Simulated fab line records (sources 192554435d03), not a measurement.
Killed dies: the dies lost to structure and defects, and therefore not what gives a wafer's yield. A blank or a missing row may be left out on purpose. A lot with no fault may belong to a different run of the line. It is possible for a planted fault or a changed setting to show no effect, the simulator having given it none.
fab line records | flow n5_finfet | part 2 of 2: steps 23 to 32 of 32
[record] lots = 5 | wafers = 15 | last_day = 15
route steps=1938 shown BEOL_M0@750 BEOL_M1@751
lots with no fault: from the same line, run without faults
start_h: the number of hours between the record's first day and the start of the first shown wafer of the lot | wait_h: how many hours have passed since the lot's step before this one | " identical to the entry in the row above | L1.1+2: one row covering several wafers at once | - no value, or no start was given | * or withheld: withheld | < > ~ a bound
route shown NAME@n: names a module that has steps shown in the file, with the first one's number in the route | usual: the fault-free wafers' mean and standard deviation | same: alike in all rows | chamber/n: place in a boat | sites: readings site by site | _std_site: the standard deviation of these | _edge_site: the outer-site mean with the inner-site mean subtracted | radius_mm: how far each site lies from the wafer's centre | mask NAME#n: copy n | behind: the most recent tool/chamber to have shaped the wafer | hold: reason for holding the lot/hours on hold/outcome of the hold | device: which transistor (n, p or np) failed to switch | end of line: at the end of the route, the tests of the same wafers | where a step has no rows: the recipe by itself | killed: dies that structure and defects cost at the first sort, which is not the same as the wafer's yield | map: the dies of a wafer, with x for killed, . for not killed, _ for no die there
set.NAME: the setting that was run; set.NAME@STEP: the one run at that earlier step | model.NAME: the simulator's own value behind a step, which no gauge read
certain route steps with their lots: each step a table, each wafer a row
services: a tool's chamber out of use, with start hour (start_h, from the record's first day; less than 0 if before it), hours out, and reason
[[steps]]
[step N5_BEOL_M1_STRIP_75]
[recipe] chemistry = N2/H2 | temp_c = 40 | n2_flow_sccm = 200 | h2_flow_sccm = 200 | rf_frequency_hz = 6e+07
lot.wafer  | tool        | chamber | start_h | wait_h
L074.1+2+6 | rie_diel-06 | 3,1,0   | 120.00  | 0.0
L076.1+2+3 | rie_diel-04 | 1,0,2   | 135.27  | 0.0
L082.1+3+6 | rie_diel-04 | 2,0,3   | 174.78  | 0.0
L085.1+2+6 | rie_diel-04 | 1,2,1   | 207.98  | 0.0
L088.4+5+6 | rie_diel-06 | 1,0,3   | 213.40  | 0.0
[step N5_BEOL_M1_STRIP_66]
[recipe] chemistry = CF4 | resist = SiARC | power_w = 300 | bias_power_w = 75 | pressure_mtorr = 50 | cf4_flow_sccm = 150 | rf_frequency_hz = 6e+07
[usual] drypump_motor_current_A = 5.5/0.46 | oes_product_au = 0.79/0.086 | rf_fwd_power_W = 292.5/0.85 | rf_vpp_V = 270.7/1.3 | showerhead_plenum_p_Torr = 1.78/0.053 | throttle_valve_pct = 13.66/0.29
lot.wafer | tool        | chamber | start_h | wait_h | drypump_motor_current_A | oes_product_au | rf_fwd_power_W | rf_hours_counter_h | rf_vpp_V | showerhead_plenum_p_Torr | throttle_valve_pct
L074.1    | rie_diel-06 | 3       | 120.01  | 0.0    | 5.0                     | 0.69           | 292.8          | 249                | 271.6    | 1.82                     | 13.73
L074.2    | "           | 1       | "       | "      | 5.8                     | 0.77           | 293.5          | 139                | 268.6    | 1.74                     | 13.84
L074.6    | "           | 0       | "       | "      | 6.4                     | 0.81           | 292.5          | -                  | 272.0    | 1.80                     | 13.22
L076.1    | rie_diel-04 | 1       | 135.28  | 0.0    | 5.5                     | 0.68           | 293.5          | 250                | 271.4    | 1.86                     | 14.30
L076.2    | "           | 0       | "       | "      | 6.0                     | 0.81           | 292.2          | 107                | 269.6    | 1.74                     | 13.63
L076.3    | "           | 2       | "       | "      | 4.8                     | 0.92           | 291.6          | 16                 | 270.8    | 1.75                     | 13.22
L082.1    | rie_diel-04 | 2       | 174.79  | 0.0    | 4.8                     | 0.88           | 292.4          | 31                 | 271.4    | 1.75                     | 13.25
L082.3    | "           | 0       | "       | "      | 6.0                     | 0.79           | 292.8          | 122                | 270.0    | 1.74                     | 13.65
L082.6    | "           | 3       | "       | "      | 4.9                     | 0.71           | 293.4          | -                  | 271.3    | 1.79                     | 13.85
L085.1    | rie_diel-04 | 1       | 207.99  | 0.0    | 5.5                     | 0.95           | 291.5          | 9                  | 270.8    | 1.85                     | 13.75
L085.2    | "           | 2       | "       | "      | 4.8                     | 0.87           | 293.8          | 39                 | 269.7    | 1.75                     | 13.26
L085.6    | "           | 1       | "       | "      | 5.5                     | 0.95           | 292.2          | -                  | 271.2    | 1.85                     | 13.74
L088.4    | rie_diel-06 | 1       | 213.41  | 0.0    | 5.8                     | 0.75           | 292.5          | 166                | 268.8    | 1.73                     | 13.88
L088.5    | "           | 0       | "       | "      | 6.4                     | 0.79           | 291.0          | -                  | 271.7    | 1.79                     | 13.30
L088.6    | "           | 3       | "       | "      | 5.0                     | 0.91           | 293.0          | -                  | 271.5    | 1.82                     | 13.19
[step N5_BEOL_M1_HM_OPEN_17]
[recipe] chemistry = Cl2/BCl3 | target_depth_a = 200 | overetch_a = 60 | target = TiN | mask_material = SOC | ion_energy_ev = 150 | pressure_mtorr = 10 | icp_w = 1000 | bias_w = 126 | Cl2_flow_sccm = 53.25 | bcl3_flow_sccm = 21.75 | Ar_flow_sccm = 25
[usual] drypump_motor_current_A = 5.7/0.37 | mfc_ar_sccm = 25.00/0.077 | oes_product_au = 0.61/0.077 | rf_fwd_power_W = 993.1/2.9 | throttle_valve_pct = 22.17/0.17
lot.wafer | tool         | chamber | start_h | wait_h | drypump_motor_current_A | mfc_ar_sccm | oes_product_au | rf_fwd_power_W | rf_hours_counter_h | throttle_valve_pct
L074.1    | rie_metal-01 | 1       | 120.05  | 0.0    | 5.6                     | 24.99       | 0.64           | 989.4          | 46                 | 22.08
L074.2    | "            | 0       | "       | "      | 5.1                     | 24.94       | 0.55           | 994.7          | 104                | 22.33
L074.6    | "            | 0       | "       | "      | 5.2                     | 25.04       | 0.57           | 995.6          | -                  | 22.33
L076.1    | rie_metal-02 | 0       | 135.32  | 0.0    | 5.8                     | 24.97       | 0.58           | 988.5          | 83                 | 22.18
L076.2    | "            | 1       | "       | "      | 5.4                     | 24.91       | 0.68           | 994.1          | 33                 | 21.81
L076.3    | "            | 0       | "       | "      | 5.8                     | 24.87       | 0.58           | 989.9          | -                  | 22.18
L082.1    | rie_metal-03 | 1       | 174.83  | 0.0    | 6.2                     | 24.98       | 0.56           | 993.0          | 110                | 22.18
L082.3    | "            | 1       | "       | "      | 6.2                     | 25.01       | 0.56           | 992.5          | -                  | 22.19
L082.6    | "            | 1       | "       | "      | 6.2                     | 25.09       | 0.56           | 993.8          | -                  | 22.19
L085.1    | rie_metal-01 | 1       | 208.03  | 0.0    | 5.6                     | 24.99       | 0.65           | 986.4          | 54                 | 22.08
L085.2    | "            | 0       | "       | "      | 5.2                     | 25.08       | 0.55           | 995.8          | 112                | 22.34
L085.6    | "            | 1       | "       | "      | 5.6                     | 24.94       | 0.64           | 989.9          | -                  | 22.08
L088.4    | rie_metal-02 | 0       | 213.48  | 0.1    | 5.8                     | 25.02       | 0.58           | 992.6          | -                  | 22.18
L088.5    | "            | 0       | "       | "      | 5.8                     | 25.13       | 0.58           | 993.9          | -                  | 22.18
L088.6    | "            | 1       | "       | "      | 5.4                     | 25.03       | 0.67           | 996.1          | -                  | 21.84
[step N5_BEOL_M1_STRIP_19]
[recipe] chemistry = O2 | power_w = 400 | temp_c = 40 | pressure_mtorr = 30 | rf_frequency_hz = 6e+07 | bias_power_w = 0 | overash_fraction = 0.2 | o2_flow_sccm = 225
[usual] drypump_motor_current_A = 5.6/0.41 | oes_product_au = 0.78/0.08 | rf_vpp_V = 3.6/0.45 | showerhead_plenum_p_Torr = 2.07/0.066 | throttle_valve_pct = 16.74/0.23
lot.wafer | tool        | chamber | start_h | wait_h | drypump_motor_current_A | oes_product_au | rf_hours_counter_h | rf_vpp_V | showerhead_plenum_p_Torr | throttle_valve_pct
L074.1    | rie_diel-03 | 3       | 120.16  | 0.1    | 5.7                     | 0.77           | 133                | 3.3      | 2.01                     | 16.96
L074.2    | "           | 0       | "       | "      | 5.7                     | 0.78           | 125                | 3.5      | 1.95                     | 16.81
L074.6    | "           | 2       | "       | "      | 5.1                     | 0.75           | -                  | 3.6      | 2.18                     | 16.84
L076.1    | rie_diel-06 | 0       | 135.55  | 0.2    | 6.4                     | 0.82           | 68                 | 3.3      | 2.10                     | 16.29
L076.2    | "           | 2       | "       | "      | 5.6                     | 0.72           | 189                | 3.6      | 2.08                     | 16.66
L076.3    | "           | 1       | "       | "      | 5.8                     | 0.78           | 146                | 3.6      | 2.03                     | 16.97
L082.1    | rie_diel-04 | 2       | 175.03  | 0.2    | 4.9                     | 0.91           | 31                 | 4.1      | 2.06                     | 16.46
L082.3    | "           | 1       | "       | "      | 5.5                     | 1.01           | 1                  | 3.2      | 2.15                     | 16.84
L082.6    | "           | 0       | "       | "      | 6.0                     | 0.79           | -                  | 4.1      | 2.01                     | 16.66
L085.1    | rie_diel-04 | 1       | 208.16  | 0.1    | 5.5                     | 0.97           | 9                  | 3.3      | 2.15                     | 16.87
L085.2    | "           | 3       | "       | "      | 4.9                     | 0.71           | 202                | 3.1      | 2.06                     | 16.75
L085.6    | "           | 1       | "       | "      | 5.6                     | 0.98           | -                  | 4.0      | 2.15                     | 16.87
L088.4    | rie_diel-06 | 2       | 213.68  | 0.2    | 5.7                     | 0.71           | 211                | 3.3      | 2.07                     | 16.71
L088.5    | "           | 3       | "       | "      | 5.0                     | 0.94           | -                  | 3.5      | 2.14                     | 16.37
L088.6    | "           | 2       | "       | "      | 5.6                     | 0.70           | -                  | 3.4      | 2.07                     | 16.71
[step N5_BEOL_M1_CD_MEAS_18]
[recipe] pitch_nm = 36 | target_cd_nm = 18
[usual] cd_nm = 17.9/0.33
lot.wafer | tool      | chamber | start_h | wait_h | cd_nm
L074.1    | cd_sem-01 | -       | 120.23  | 0.0    | 18.5
L074.2    | "         | -       | "       | "      | 17.9
L074.6    | "         | -       | "       | "      | 18.0
L076.1    | cd_sem-02 | -       | 135.62  | 0.0    | 17.7
L076.2    | "         | -       | "       | "      | 18.0
L076.3    | "         | -       | "       | "      | 18.0
L082.1    | cd_sem-03 | -       | 175.10  | 0.0    | 17.7
L082.3    | "         | -       | "       | "      | 17.9
L082.6    | "         | -       | "       | "      | 17.7
L085.1    | cd_sem-03 | -       | 208.23  | 0.0    | 18.1
L085.2    | "         | -       | "       | "      | 18.4
L085.6    | "         | -       | "       | "      | 18.4
L088.4    | cd_sem-01 | -       | 213.75  | 0.1    | 17.8
L088.5    | "         | -       | "       | "      | 17.2
L088.6    | "         | -       | "       | "      | 17.5
[step N5_BEOL_M1_COAT_67]
[recipe] resist = SOC | temp_c = 250 | time_s = 60 | spin_rpm = 1500 | resist_thk_nm = 60
lot.wafer  | tool           | chamber | start_h | wait_h
L074.1+2+6 | litho_track-04 | 0       | 120.26  | 0.0
L076.1+2+3 | litho_track-04 | 0       | 135.65  | 0.0
L082.1+3+6 | litho_track-04 | 0       | 175.14  | 0.0
L085.1+2+6 | litho_track-02 | 0       | 208.27  | 0.0
L088.4+5+6 | litho_track-02 | 0       | 213.79  | 0.0
[step N5_BEOL_M1_COAT_68]
[recipe] resist = SiARC | temp_c = 220 | time_s = 60 | spin_rpm = 1500 | resist_thk_nm = 12
lot.wafer  | tool           | chamber | start_h | wait_h
L074.1+2+6 | litho_track-04 | 0       | -       | -
L076.1+2+3 | litho_track-04 | 0       | -       | -
L082.1+3+6 | litho_track-04 | 0       | -       | -
L085.1+2+6 | litho_track-02 | 0       | -       | -
L088.4+5+6 | litho_track-02 | 0       | -       | -
[step N5_BEOL_M1_COAT_76]
[recipe] resist = underlayer | temp_c = 205 | time_s = 60 | spin_rpm = 1500 | resist_thk_nm = 5
lot.wafer  | tool           | chamber | start_h | wait_h
L074.1+2+6 | litho_track-04 | 0       | -       | -
L076.1+2+3 | litho_track-04 | 0       | -       | -
L082.1+3+6 | litho_track-04 | 0       | -       | -
L085.1+2+6 | litho_track-02 | 0       | -       | -
L088.4+5+6 | litho_track-02 | 0       | -       | -
[step N5_BEOL_M1_COAT_22]
[recipe] resist = CAR-EUV | spin_rpm = 1500 | resist_thk_nm = 30
lot.wafer  | tool           | chamber | start_h | wait_h
L074.1+2+6 | litho_track-04 | 0       | -       | -
L076.1+2+3 | litho_track-04 | 0       | -       | -
L082.1+3+6 | litho_track-04 | 0       | -       | -
L085.1+2+6 | litho_track-02 | 0       | -       | -
L088.4+5+6 | litho_track-02 | 0       | -       | -
[step N5_BEOL_M1_EBR_24]
[recipe] solvent = PGMEA | ebr_width_mm = 1.5
lot.wafer  | tool           | chamber | start_h | wait_h
L074.1+2+6 | litho_track-04 | 0       | -       | -
L076.1+2+3 | litho_track-04 | 0       | -       | -
L082.1+3+6 | litho_track-04 | 0       | -       | -
L085.1+2+6 | litho_track-02 | 0       | -       | -
L088.4+5+6 | litho_track-02 | 0       | -       | -
[[services]]
tool           | chamber | start_h | hours | kind
pvd_sputter-02 | -       | 98.41   | 3.3   | repair
rie_diel-03    | 1       | 101.96  | 13.8  | repair
euv_scanner-02 | -       | 112.39  | 17.3  | pm
pvd_sputter-03 | -       | 118.41  | 4.7   | repair
euv_scanner-02 | -       | 129.69  | 1.0   | pm
rie_diel-04    | 3       | 133.22  | 25.4  | repair
euv_scanner-01 | -       | 141.22  | 1.0   | pm
rie_diel-04    | -       | 156.34  | 0.4   | repair
pecvd-02       | 2       | 156.89  | 8.1   | repair
rie_diel-04    | 1       | 158.58  | -     | clean
rie_diel-04    | 1       | 158.58  | -     | consumable_replace:focus_ring
rie_diel-04    | 1       | 158.58  | 11.0  | scheduled_down
rie_diel-04    | 1       | 158.58  | 11.0  | vent_cycle
rie_diel-03    | 0       | 159.43  | 22.4  | repair
euv_scanner-01 | -       | 162.56  | 4.6   | pm
rie_diel-06    | -       | 162.87  | 1.0   | repair
rie_diel-06    | 1       | 168.49  | 4.1   | repair
euv_scanner-02 | -       | 172.11  | 1.0   | pm
euv_scanner-01 | -       | 184.73  | 0.1   | repair
rie_diel-03    | 0       | 188.15  | 20.7  | repair
euv_scanner-01 | -       | 197.34  | 1.0   | pm
euv_scanner-02 | -       | 202.27  | 1.2   | repair
euv_scanner-02 | -       | 203.49  | 4.6   | pm
euv_scanner-02 | -       | 211.70  | 0.2   | repair
